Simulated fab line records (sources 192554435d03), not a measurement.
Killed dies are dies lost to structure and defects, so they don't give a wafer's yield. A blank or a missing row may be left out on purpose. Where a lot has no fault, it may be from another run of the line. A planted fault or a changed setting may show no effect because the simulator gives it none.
One fault seen from 2 desks    flow n5Finfet    only its own numbers are on each desk; what lay behind them is given at the end

AT THE TOOL OWNER'S DESK: rtpAnneal-01
At N5_WELL_APT_RTA_34 (time 10 s), the tool's own readings, given per lot that ran on this tool as the mean of the sampled wafers with a number. Any lot whose mean is over 4 standard deviations away from the usual mean is out of limits and marked OUT; that distance is given in the brackets. Shown are 7 of the 9 readings it has, namely the first that went out of limits plus those furthest out on some lot.
Columns: A = lampPowerPct at N5_WELL_APT_RTA_34, usual 13.00 %; B = lamp_zone_2_pct at N5_WELL_APT_RTA_34, usual 12.997 %; C = lamp_zone_3_pct at N5_WELL_APT_RTA_34, usual 12.996 %; D = lamp_zone_4_pct at N5_WELL_APT_RTA_34, usual 12.993 %; E = lamp_zone_5_pct at N5_WELL_APT_RTA_34, usual 12.993 %; F = lamp_zone_6_pct at N5_WELL_APT_RTA_34, usual 12.920 %; G = lamp_zone_7_pct at N5_WELL_APT_RTA_34, usual 13.417 %
lot   first seen here  A                B                 C                 D                 E                 F                 G
L939  day 3 05:04      13.02            13.013            13.015            13.015            12.984            12.924            13.436
L942  day 3 21:53      13.05            13.005            13.014            12.969            12.998            12.924            13.407
L943  day 4 03:53      13.01            13.007            12.994            13.008            12.987            12.964            13.396
L944  day 4 10:56      12.99            13.012            12.970            12.982            12.978            12.918            13.421
L945  day 4 15:55      11.44 (-27) OUT  11.406 (-61) OUT  11.408 (-57) OUT  11.419 (-63) OUT  11.408 (-61) OUT  11.376 (-53) OUT  11.803 (-56) OUT
L948  day 5 09:35      11.37 (-28) OUT  11.423 (-61) OUT  11.434 (-56) OUT  11.406 (-63) OUT  11.403 (-61) OUT  11.330 (-55) OUT  11.795 (-56) OUT
This desk's verdict: out of limits on L945, L948, starting with L945 at day 4 15:55 (lampPowerPct at N5_WELL_APT_RTA_34). In limits: L939, L942, L943, L944.

METROLOGY DESK
What the gauges read for every lot (on any tool): the sampled wafers with a number, averaged. Any lot whose mean is over 4 standard deviations away from the usual mean is out of limits and marked OUT; that distance is given in the brackets. Shown are 7 of the 14 readings it has, namely the first that went out of limits plus those furthest out on some lot.
Columns: A = cdNm at N5_WELL_APT_CD_MEAS_25, usual 201.0 nm; B = IOFF_N at N5_BEOL_M4_RC_MEAS_101, usual 0.145 nA/um; C = IOFF_N_LONG at N5_BEOL_M4_RC_MEAS_101, usual 5.5e-05 nA/um; D = IOFF_P at N5_BEOL_M4_RC_MEAS_101, usual 0.20 nA/um; E = IOFF_P_LONG at N5_BEOL_M4_RC_MEAS_101, usual 0.000105 nA/um; F = SS_P at N5_BEOL_M4_RC_MEAS_101, usual 73.1 mV/dec; G = VT_P at N5_BEOL_M4_RC_MEAS_101, usual -251 mV
lot   first seen here  A      B      C                   D     E         F     G
L939  day 3 00:46      200.8  0.192  5.7e-05             0.28  0.000121  74.4  -243
L942  day 3 18:40      200.9  0.130  5.4e-05             0.20  0.000111  72.5  -249
L943  day 4 00:47      203.6  0.122  5.7e-05             0.19  0.000111  72.1  -250
L944  day 4 06:46      202.0  0.116  5.6e-05             0.18  0.000113  72.6  -250
L945  day 4 12:46      200.3  0.151  6.9e-05 (+5.7) OUT  0.21  0.000126  73.4  -249
L946  day 4 18:46      199.3  0.116  5.5e-05             0.16  0.000104  73.0  -253
L947  day 5 00:46      202.6  0.131  5.2e-05             0.18  0.000099  73.1  -252
L948  day 5 06:38      205.1  0.132  7.0e-05 (+6.4) OUT  0.18  0.000126  73.1  -253
L956  day 7 06:39      200.3  0.143  5.7e-05             0.19  0.000108  72.9  -251
This desk finds L945, L948 out of limits, with the earliest case on L945 at day 11 13:35 (IOFF_N_LONG at N5_BEOL_M4_RC_MEAS_101). In limits: L939, L942, L943, L944, L946, L947, L956.

TAKEN TOGETHER
The tool owner's desk could have raised an alarm at day 4 15:55, on L945, L948.
The metrology desk could have raised an alarm at day 11 13:35, on L945, L948.
All the named lots went through N5_WELL_APT_RTA_34 on rtpAnneal-01.

WHAT THE SIMULATOR HAD PUT IN
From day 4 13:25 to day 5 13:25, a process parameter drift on rtpAnneal-01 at N5_WELL_APT_RTA_34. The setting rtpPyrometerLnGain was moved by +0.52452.
Lots struck among those shown: L945, L948.
Counting hours from when the fault started, the first reading out of limits came at 2 for the tool owner's desk and at 168 for the metrology desk.
